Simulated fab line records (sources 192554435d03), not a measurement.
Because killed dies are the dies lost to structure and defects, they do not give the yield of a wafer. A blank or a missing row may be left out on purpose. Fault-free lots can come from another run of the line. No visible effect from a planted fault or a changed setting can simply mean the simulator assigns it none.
Matching of chambers | flow n5-finfet | 3 sister chambers for N5_BEOL_M11_PECVD_70 on pecvd-04
The step deposits SiO2 from TEOS/O2, target thk 20 nm, time 22.7 s. 6 wafers are shown with their chamber, then 8 later ones without.

== WAFERS PAIRED WITH THEIR CHAMBERS ==
wafer  | chamber | throttle-valve-pct (%) | showerhead-plenum-p-Torr (Torr)
L078.6 | 0       | 23.4                   | 8.73
L083.5 | 1       | 21.8                   | 8.84
L083.6 | 0       | 23.3                   | 8.75
L085.4 | 2       | 21.1                   | 8.82
L085.6 | 1       | 21.4                   | 8.85
L088.2 | 2       | 21.5                   | 8.85

== WAFERS WITHOUT THEIR CHAMBER ==
wafer  | throttle-valve-pct (%) | showerhead-plenum-p-Torr (Torr)
L088.3 | 21.6                   | 8.85
L088.4 | 23.3                   | 8.74
L092.2 | 21.6                   | 8.84
L092.3 | 21.4                   | 8.83
L092.4 | 21.7                   | 8.88
L096.1 | 21.6                   | 8.83
L096.4 | 21.5                   | 8.85
L096.6 | 23.8                   | 8.73

== WHICH CHAMBER EACH WENT THROUGH ==
wafer  | from the rows above     | in truth
L088.3 | can't be placed: 1 or 2 | 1
L088.4 | 0                       | 0
L092.2 | can't be placed: 1 or 2 | 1
L092.3 | can't be placed: 2 or 1 | 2
L092.4 | can't be placed: 1 or 2 | 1
L096.1 | can't be placed: 1 or 2 | 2
L096.4 | can't be placed: 1 or 2 | 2
L096.6 | 0                       | 0
Correctly placed: 2 of 8. These rows do not allow placing 6 (true chamber among the candidates in 6). Wrongly placed: 0.
How it was worked out, from the rows above alone: a wafer's distance from a chamber is the root of the sum, over the readings, of the square of ((its reading less the chamber's mean) divided by the reading's scatter). The wafer belongs to the nearest chamber; if the next one is less than 2 further off, it can't be placed. For every chamber, the mean is computed from those of its wafers that are shown. How the scatter is found: for the shown wafers, subtract from each reading the mean of its chamber, square and add these, divide the total by (wafers less chambers), then take the root.
